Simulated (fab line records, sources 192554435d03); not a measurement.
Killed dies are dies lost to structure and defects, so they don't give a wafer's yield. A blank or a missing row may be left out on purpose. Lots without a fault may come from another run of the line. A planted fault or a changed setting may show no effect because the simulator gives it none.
A struck lot beside a sound one | flow n5_finfet | 14 steps out of a route of 1938
Sound: wafers L348.2, L348.5, L348.6. Struck: wafers L355.1, L355.5, L355.6. The cause comes at the end.
At each step with rows: each side's tool, then ch and its chambers, then its first start. Under that, the readings that differ: sound wafers | struck wafers | difference of the means | sigmas: that difference in standard deviations of wafers without a fault.
alike: readings whose means differ by less than 2 such deviations, and words and numbers that are the same on both sides. not compared: withheld readings, readings that some wafer has no value for, bounds like >300 that may hide the same value, and numbers for which the record gives no deviation and whose values overlap.
The two part at a step that has a row with sigmas, a row that says differs or no value, or rows on one side only. Numbers that don't overlap but have no deviation are shown without sigmas and don't part them. A reading that every wafer of one side lacks parts them only if that side has two wafers or more.

N5_BEOL_M7_INSPECT_58: inspects for defects (darkfield).
  sound on defect_inspect-01, day 12 10:44; struck on defect_inspect-01, day 14 05:37
  alike: raw_defect_count
N5_BEOL_M8_ILD_DEP_00: deposits SiCOH lowk from DEMS/porogen, target thk 179.75 nm, time 33.4 s.
  sound on pecvd-04 ch 0,1,2, day 12 10:49; struck on pecvd-04 ch 1,2, day 14 05:39
  alike: heater_power_w, showerhead_plenum_p_Torr, throttle_valve_pct
N5_BEOL_M8_CURE_74: cures SiCOH lowk, time 240 s.
  sound on uv_cure-02 ch 0, day 12 10:58; struck on uv_cure-01 ch 0, day 14 05:43
  alike: lamp_power_pct, wafer_temp_C_max
N5_BEOL_M8_THK_MEAS_01:
  sound on film_metro-01, day 12 11:23; struck on film_metro-01, day 14 06:13
  alike: M8_ILD_THK
N5_BEOL_M8_PECVD_70: deposits SiO2 from TEOS/O2, target thk 20 nm, time 22.7 s.
  sound on pecvd-01 ch 0,1, day 12 11:26; struck on pecvd-03 ch 0,1,2, day 14 06:16
  alike: heater_power_w, showerhead_plenum_p_Torr, throttle_valve_pct
N5_BEOL_M8_HM_DEP_02: deposits TiN, target thk 20 nm.
  sound on pvd_sputter-02, day 12 12:40; struck on pvd_sputter-01, day 14 06:37
  alike: substrate_temp_c, throttle_valve_pct
then, 6 steps without rows for these wafers: N5_BEOL_M8_COAT_59 (time 60 s, resist thk 100 nm); N5_BEOL_M8_COAT_60 (time 60 s, resist thk 35 nm); N5_BEOL_M8_COAT_05 (resist thk 90 nm); N5_BEOL_M8_EBR_07; N5_BEOL_M8_SOFTBAKE_06 (time 60 s); N5_BEOL_M8_EXPOSE_08 (exposes mask M8).
N5_BEOL_M8_PEB_09: peb time 60 s.
  sound on litho_track-03 ch 0, day 12 13:06; struck on litho_track-05, day 14 06:55
  no value came back on the struck wafers for chill_plate_temp_C (C), exhaust_pa (Pa); on the sound wafers chill_plate_temp_C (C) reads 22.82 22.98 22.97
then, 1 step without rows for these wafers: N5_BEOL_M8_DEVELOP_10 (develop time 30 s).

WHERE THEY PART
Only at N5_BEOL_M8_PEB_09, within this record.

WHY: what the simulator had put in
Skipped step whole: litho_track-05, from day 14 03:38 on, at N5_BEOL_M8_PEB_09. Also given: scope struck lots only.
